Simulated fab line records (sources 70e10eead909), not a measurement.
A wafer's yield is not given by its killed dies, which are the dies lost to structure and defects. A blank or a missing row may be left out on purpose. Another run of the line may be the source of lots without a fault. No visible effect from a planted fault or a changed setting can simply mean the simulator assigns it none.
Which tool did it? + flow nand harc + 72 wafers from 24 lots sampled at 3 of the route's 1159 steps

## WHAT THE GAUGES READ, wafer by wafer
NHARC_P_M1_CD_MEAS_09 targets a cd of 130 nm.
| lot  | measured     | on        | cd nm (nm)        |
|------|--------------|-----------|-------------------|
| L074 | day 5 21:26  | cd sem-02 | 131.0 131.7 131.6 |
| L075 | day 6 01:14  | cd sem-03 | 131.4 131.2 129.4 |
| L076 | day 6 10:38  | cd sem-02 | 131.4 130.6 131.0 |
| L077 | day 6 14:17  | cd sem-02 | 130.9 131.6 131.3 |
| L079 | day 7 03:29  | cd sem-03 | 131.7 131.9 131.2 |
| L078 | day 7 04:17  | cd sem-02 | 131.3 132.6 131.7 |
| L080 | day 7 17:21  | cd sem-03 | 130.1 130.7 129.6 |
| L081 | day 7 17:59  | cd sem-02 | 129.2 131.0 130.8 |
| L084 | day 8 02:32  | cd sem-03 | 130.5 130.8 130.2 |
| L083 | day 8 06:19  | cd sem-02 | 130.7 130.6 130.5 |
| L082 | day 8 07:26  | cd sem-03 | 129.7 130.4 129.2 |
| L087 | day 9 07:33  | cd sem-03 | 129.8 130.3 130.7 |
| L088 | day 9 13:44  | cd sem-03 | 131.1 131.0 131.7 |
| L085 | day 9 14:37  | cd sem-02 | 131.5 131.1 130.9 |
| L086 | day 9 15:19  | cd sem-03 | 131.2 130.7 130.5 |
| L089 | day 9 18:03  | cd sem-02 | 130.6 130.2 130.5 |
| L090 | day 10 00:34 | cd sem-02 | 131.1 131.0 130.5 |
| L092 | day 10 02:42 | cd sem-03 | 132.3 131.7 132.8 |
| L091 | day 10 03:35 | cd sem-03 | 130.4 130.2 130.3 |
| L093 | day 10 15:27 | cd sem-02 | 131.3 129.8 130.6 |
| L094 | day 10 21:14 | cd sem-03 | 131.5 131.0 131.5 |
| L096 | day 11 06:01 | cd sem-02 | 130.9 130.2 131.0 |
| L095 | day 11 06:50 | cd sem-02 | 131.2 131.7 129.9 |
| L097 | day 11 10:38 | cd sem-02 | 131.4 130.6 130.8 |

## EACH LOT AND THE TOOL THAT RAN IT (in order: tool; ch and the chambers of the sampled wafers; start)
| lot  | NHARC_P_M0_DEGAS_28          | NHARC_P_M0_DEP_32               |
|------|------------------------------|---------------------------------|
| L074 | pvd sputter-01, day 5 18:03  | pecvd-01 ch 0,1,2, day 5 20:10  |
| L075 | pvd sputter-03, day 5 21:46  | pecvd-01 ch 1,2, day 5 23:38    |
| L076 | pvd sputter-01, day 6 07:43  | pecvd-03 ch 1,2, day 6 09:26    |
| L077 | pvd sputter-03, day 6 11:22  | pecvd-01 ch 0,1,2, day 6 13:10  |
| L079 | pvd sputter-01, day 7 00:35  | pecvd-04 ch 1,2, day 7 02:29    |
| L078 | pvd sputter-01, day 7 01:20  | pecvd-01 ch 1,2, day 7 03:05    |
| L080 | pvd sputter-02, day 7 14:20  | pecvd-03 ch 0,1, day 7 16:06    |
| L081 | pvd sputter-03, day 7 14:55  | pecvd-01 ch 0,1,2, day 7 16:52  |
| L084 | pvd sputter-03, day 7 23:37  | pecvd-01 ch 0,1,2, day 8 01:25  |
| L083 | pvd sputter-02, day 8 03:04  | pecvd-03 ch 1,2, day 8 05:04    |
| L082 | pvd sputter-01, day 8 04:20  | pecvd-03 ch 0,1, day 8 06:16    |
| L087 | pvd sputter-01, day 9 04:37  | pecvd-01 ch 0,1,2, day 9 06:26  |
| L088 | pvd sputter-01, day 9 10:53  | pecvd-03 ch 1,2, day 9 12:38    |
| L085 | pvd sputter-03, day 9 11:26  | pecvd-03 ch 1,2, day 9 13:23    |
| L086 | pvd sputter-02, day 9 12:13  | pecvd-03 ch 0,1,2, day 9 13:57  |
| L089 | pvd sputter-01, day 9 14:59  | pecvd-03 ch 0,1,2, day 9 16:46  |
| L090 | pvd sputter-01, day 9 21:46  | pecvd-01 ch 0,1, day 9 23:28    |
| L092 | pvd sputter-03, day 9 23:47  | pecvd-01 ch 0,1,2, day 10 01:33 |
| L091 | pvd sputter-01, day 10 00:37 | pecvd-01 ch 0,1, day 10 02:22   |
| L093 | pvd sputter-01, day 10 12:13 | pecvd-01 ch 0,1, day 10 14:25   |
| L094 | pvd sputter-03, day 10 18:18 | pecvd-04 ch 0,1,2, day 10 20:14 |
| L096 | pvd sputter-02, day 11 03:04 | pecvd-04 ch 0,1,2, day 11 04:54 |
| L095 | pvd sputter-03, day 11 04:01 | pecvd-03 ch 1,2, day 11 05:46   |
| L097 | pvd sputter-01, day 11 07:42 | pecvd-03 ch 0,1, day 11 09:28   |
- NHARC_P_M0_DEGAS_28: time 60 s.
- NHARC_P_M0_DEP_32: deposits SiCN, target thk 30 nm.

## WHAT THE TOOLS THEMSELVES READ (means of the sampled wafers that have a number; where no wafer has one, the mark that the record gives instead)
NHARC_P_M0_DEGAS_28.
| lot  | tool           | heater power w (W) |
|------|----------------|--------------------|
| L074 | pvd sputter-01 | 312                |
| L075 | pvd sputter-03 | 321                |
| L076 | pvd sputter-01 | 292                |
| L077 | pvd sputter-03 | 303                |
| L079 | pvd sputter-01 | 353                |
| L078 | pvd sputter-01 | 351                |
| L080 | pvd sputter-02 | 338                |
| L081 | pvd sputter-03 | 329                |
| L084 | pvd sputter-03 | 343                |
| L083 | pvd sputter-02 | 357                |
| L082 | pvd sputter-01 | 352                |
| L087 | pvd sputter-01 | 314                |
| L088 | pvd sputter-01 | 315                |
| L085 | pvd sputter-03 | 309                |
| L086 | pvd sputter-02 | 342                |
| L089 | pvd sputter-01 | 307                |
| L090 | pvd sputter-01 | 342                |
| L092 | pvd sputter-03 | 320                |
| L091 | pvd sputter-01 | 308                |
| L093 | pvd sputter-01 | 353                |
| L094 | pvd sputter-03 | 318                |
| L096 | pvd sputter-02 | 348                |
| L095 | pvd sputter-03 | 311                |
| L097 | pvd sputter-01 | 314                |

NHARC_P_M0_DEP_32.
| lot  | tool     | heater power w (W) |
|------|----------|--------------------|
| L074 | pecvd-01 | 564                |
| L075 | pecvd-01 | 601                |
| L076 | pecvd-03 | 564                |
| L077 | pecvd-01 | 590                |
| L079 | pecvd-04 | 516                |
| L078 | pecvd-01 | 631                |
| L080 | pecvd-03 | 552                |
| L081 | pecvd-01 | 580                |
| L084 | pecvd-01 | 615                |
| L083 | pecvd-03 | 582                |
| L082 | pecvd-03 | 562                |
| L087 | pecvd-01 | 581                |
| L088 | pecvd-03 | 542                |
| L085 | pecvd-03 | 542                |
| L086 | pecvd-03 | 560                |
| L089 | pecvd-03 | 584                |
| L090 | pecvd-01 | 536                |
| L092 | pecvd-01 | 568                |
| L091 | pecvd-01 | 540                |
| L093 | pecvd-01 | 586                |
| L094 | pecvd-04 | 566                |
| L096 | pecvd-04 | 542                |
| L095 | pecvd-03 | 610                |
| L097 | pecvd-03 | 571                |

## THE ANSWER, worked out from the rows above alone
Rule: usual is defined by the lots themselves. The widest of any qualifying gaps counts: lots, ordered by their means at a reading, are off when they make up no more than a third of the lots, leave a main group of 4 or more, and stand apart from it by 3 or more times the standard deviation of that group's means. A main group is skipped when, at the precision printed for the reading in the tables above, its means are all equal. Also off: a lot with no number at a reading for which 4 or more lots have one. All remaining lots with rows at the step are treated as sound. After the gauges, taken in route order, come the tools' own readings; for these a lot's mean is taken, as printed above. The first step at which some lot is off is used, and at that step the reading that is off furthest; a lot without a number counts as furthest.
Across all readings shown, no lot is off: no conclusion can be drawn from this.

## WHAT WAS PUT IN BY THE SIMULATOR
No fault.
